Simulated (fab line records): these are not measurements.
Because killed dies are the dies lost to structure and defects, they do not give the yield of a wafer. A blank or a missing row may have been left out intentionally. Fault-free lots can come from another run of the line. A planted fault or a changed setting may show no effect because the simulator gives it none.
Commonality check across tools / flow nand_harc / Lots sampled 14, wafers sampled 42

== WHAT PROMPTED THE OPENING ==
Flagged at NHARC_A_ONON_D1_THK_MEAS_30: reading thk_nm, on 3 of 14 lots. No-fault wafers: 1001 nm, standard deviation 7.5.
Rule: a lot is flagged when every wafer of it that has a number lies more than 4 standard deviations from that mean, or none has a number. The other lots count as sound.

lot=L679; measured=day 8 12:26; on=film_metro-01; thk_nm (nm), wafer by wafer=1005 1003 1002; flag=
lot=L678; measured=day 8 12:27; on=film_metro-02; thk_nm (nm), wafer by wafer=1000 1000 999; flag=
lot=L680; measured=day 9 00:32; on=film_metro-02; thk_nm (nm), wafer by wafer=1014 1013 1012; flag=
lot=L682; measured=day 10 01:38; on=film_metro-02; thk_nm (nm), wafer by wafer=1010 1009 1011; flag=
lot=L685; measured=day 11 13:43; on=film_metro-02; thk_nm (nm), wafer by wafer=1580 1581 1582; flag=FLAGGED
lot=L686; measured=day 11 19:52; on=film_metro-01; thk_nm (nm), wafer by wafer=1569 1566 1569; flag=FLAGGED
lot=L687; measured=day 12 07:56; on=film_metro-01; thk_nm (nm), wafer by wafer=1570 1569 1571; flag=FLAGGED
lot=L691; measured=day 13 10:08; on=film_metro-01; thk_nm (nm), wafer by wafer=991 989 991; flag=
lot=L693; measured=day 14 15:58; on=film_metro-02; thk_nm (nm), wafer by wafer=994 994 995; flag=
lot=L696; measured=day 15 17:19; on=film_metro-02; thk_nm (nm), wafer by wafer=991 992 991; flag=
lot=L697; measured=day 16 00:02; on=film_metro-02; thk_nm (nm), wafer by wafer=999 996 997; flag=
lot=L698; measured=day 16 22:17; on=film_metro-01; thk_nm (nm), wafer by wafer=994 993 990; flag=
lot=L699; measured=day 16 22:26; on=film_metro-01; thk_nm (nm), wafer by wafer=1003 1003 1003; flag=
lot=L700; measured=day 17 11:26; on=film_metro-01; thk_nm (nm), wafer by wafer=1011 1011 1011; flag=
On average the flagged lots' numbers are 1573 nm, which is +572 nm against the usual, or +76 standard deviations.

== TOOL THAT RAN EACH LOT ==
The record holds 3 process steps before the reading, out of a route of 1302 steps. Read each cell as the tool, then ch plus the chambers that the sampled wafers visited, then the start.
lot=L679; flag=; NHARC_P_BONDPAD_PVD_17=pvd_sputter-01, day 7 05:08 or earlier; NHARC_A_ZERO_WELL_RTA_16=rtp_anneal-02 ch 0, day 7 05:08; NHARC_A_ONON_D1_DEP_28=pecvd_onon-03 ch 0, day 8 11:59
lot=L678; flag=; NHARC_P_BONDPAD_PVD_17=pvd_sputter-01, day 6 22:22 or earlier; NHARC_A_ZERO_WELL_RTA_16=rtp_anneal-01 ch 0, day 6 22:22; NHARC_A_ONON_D1_DEP_28=pecvd_onon-02 ch 0, day 8 12:00
lot=L680; flag=; NHARC_P_BONDPAD_PVD_17=pvd_sputter-03, day 7 12:56 or earlier; NHARC_A_ZERO_WELL_RTA_16=rtp_anneal-01 ch 0, day 7 12:56; NHARC_A_ONON_D1_DEP_28=pecvd_onon-03 ch 0, day 9 00:02
lot=L682; flag=; NHARC_P_BONDPAD_PVD_17=pvd_sputter-02, day 8 13:34 or earlier; NHARC_A_ZERO_WELL_RTA_16=rtp_anneal-01 ch 0, day 8 13:34; NHARC_A_ONON_D1_DEP_28=pecvd_onon-02 ch 0, day 10 01:11
lot=L685; flag=FLAGGED; NHARC_P_BONDPAD_PVD_17=pvd_sputter-02, day 10 03:08 or earlier; NHARC_A_ZERO_WELL_RTA_16=rtp_anneal-02 ch 0, day 10 03:08; NHARC_A_ONON_D1_DEP_28=pecvd_onon-02 ch 0, day 11 13:23
lot=L686; flag=FLAGGED; NHARC_P_BONDPAD_PVD_17=pvd_sputter-01, day 10 08:11 or earlier; NHARC_A_ZERO_WELL_RTA_16=rtp_anneal-02 ch 0, day 10 08:11; NHARC_A_ONON_D1_DEP_28=pecvd_onon-02 ch 0, day 11 19:21
lot=L687; flag=FLAGGED; NHARC_P_BONDPAD_PVD_17=pvd_sputter-02, day 10 22:34 or earlier; NHARC_A_ZERO_WELL_RTA_16=rtp_anneal-01 ch 0, day 10 22:34; NHARC_A_ONON_D1_DEP_28=pecvd_onon-02 ch 0, day 12 07:25
lot=L691; flag=; NHARC_P_BONDPAD_PVD_17=pvd_sputter-02, day 12 00:29 or earlier; NHARC_A_ZERO_WELL_RTA_16=rtp_anneal-01 ch 0, day 12 00:29; NHARC_A_ONON_D1_DEP_28=pecvd_onon-04 ch 0, day 13 09:37
lot=L693; flag=; NHARC_P_BONDPAD_PVD_17=pvd_sputter-01, day 13 06:17 or earlier; NHARC_A_ZERO_WELL_RTA_16=rtp_anneal-01 ch 0, day 13 06:17; NHARC_A_ONON_D1_DEP_28=pecvd_onon-03 ch 0, day 14 15:27
lot=L696; flag=; NHARC_P_BONDPAD_PVD_17=pvd_sputter-02, day 14 08:29 or earlier; NHARC_A_ZERO_WELL_RTA_16=rtp_anneal-01 ch 0, day 14 08:29; NHARC_A_ONON_D1_DEP_28=pecvd_onon-03 ch 0, day 15 16:48
lot=L697; flag=; NHARC_P_BONDPAD_PVD_17=pvd_sputter-01, day 14 15:02 or earlier; NHARC_A_ZERO_WELL_RTA_16=rtp_anneal-02 ch 0, day 14 15:02; NHARC_A_ONON_D1_DEP_28=pecvd_onon-02 ch 0, day 15 23:32
lot=L698; flag=; NHARC_P_BONDPAD_PVD_17=pvd_sputter-01, day 15 11:45 or earlier; NHARC_A_ZERO_WELL_RTA_16=rtp_anneal-01 ch 0, day 15 11:45; NHARC_A_ONON_D1_DEP_28=pecvd_onon-03 ch 0, day 16 21:47
lot=L699; flag=; NHARC_P_BONDPAD_PVD_17=pvd_sputter-02, day 15 12:24 or earlier; NHARC_A_ZERO_WELL_RTA_16=rtp_anneal-02 ch 0, day 15 12:24; NHARC_A_ONON_D1_DEP_28=pecvd_onon-04 ch 0, day 16 21:56
lot=L700; flag=; NHARC_P_BONDPAD_PVD_17=pvd_sputter-02, day 16 00:23 or earlier; NHARC_A_ZERO_WELL_RTA_16=rtp_anneal-01 ch 0, day 16 00:23; NHARC_A_ONON_D1_DEP_28=pecvd_onon-02 ch 0, day 17 10:55
What is done by these steps:
- NHARC_P_BONDPAD_PVD_17: deposits TaN, target thk 5 nm, time 8.06 s.
- NHARC_A_ZERO_WELL_RTA_16: time 10 s.
- NHARC_A_ONON_D1_DEP_28: target thk 1000 nm.
- NHARC_A_ONON_D1_THK_MEAS_30: measures by ellipsometry.

== FLAGGED AGAINST TOTAL, ONE TOOL AT A TIME (gauges that did the reading follow at the end) ==
step=NHARC_P_BONDPAD_PVD_17; tool=pvd_sputter-01; lots run=6; flagged=1; share of the flagged lots=some; sound lots run after its first flagged lot=3 (L693,L697,L698)
step=NHARC_P_BONDPAD_PVD_17; tool=pvd_sputter-02; lots run=7; flagged=2; share of the flagged lots=some; sound lots run after its first flagged lot=4 (L691,L696,L699,L700)
step=NHARC_P_BONDPAD_PVD_17; tool=pvd_sputter-03; lots run=1; flagged=0; share of the flagged lots=none; sound lots run after its first flagged lot=-
step=NHARC_A_ZERO_WELL_RTA_16; tool=rtp_anneal-01; lots run=9; flagged=1; share of the flagged lots=some; sound lots run after its first flagged lot=5 (L691,L693,L696,L698,L700)
step=NHARC_A_ZERO_WELL_RTA_16; tool=rtp_anneal-02; lots run=5; flagged=2; share of the flagged lots=some; sound lots run after its first flagged lot=2 (L697,L699)
step=NHARC_A_ONON_D1_DEP_28; tool=pecvd_onon-02; lots run=7; flagged=3; share of the flagged lots=all; sound lots run after its first flagged lot=2 (L697,L700)
step=NHARC_A_ONON_D1_DEP_28; tool=pecvd_onon-03; lots run=5; flagged=0; share of the flagged lots=none; sound lots run after its first flagged lot=-
step=NHARC_A_ONON_D1_DEP_28; tool=pecvd_onon-04; lots run=2; flagged=0; share of the flagged lots=none; sound lots run after its first flagged lot=-
step=NHARC_A_ONON_D1_THK_MEAS_30; tool=film_metro-01; lots run=7; flagged=2; share of the flagged lots=some; sound lots run after its first flagged lot=4 (L691,L698,L699,L700)
step=NHARC_A_ONON_D1_THK_MEAS_30; tool=film_metro-02; lots run=7; flagged=1; share of the flagged lots=some; sound lots run after its first flagged lot=3 (L693,L696,L697)
Because NHARC_P_BONDPAD_PVD_17 lacks a start for some lots, the hours and order of its lots are taken from NHARC_A_ZERO_WELL_RTA_16.

== WHAT IS ALLOWED BY THE TABLE ==
In the table, 1 row covers all flagged lots: pecvd_onon-02 at NHARC_A_ONON_D1_DEP_28.
- pecvd_onon-02 at NHARC_A_ONON_D1_DEP_28: 3 of its 7 lots flagged. Sound lots followed the first flagged one (L697, L700) on it, something a lasting fault affecting the whole tool could not allow.
Every row of the table either missed a flagged lot or ran a sound lot after the first.

== WHAT WAS PUT IN BY THE SIMULATOR ==
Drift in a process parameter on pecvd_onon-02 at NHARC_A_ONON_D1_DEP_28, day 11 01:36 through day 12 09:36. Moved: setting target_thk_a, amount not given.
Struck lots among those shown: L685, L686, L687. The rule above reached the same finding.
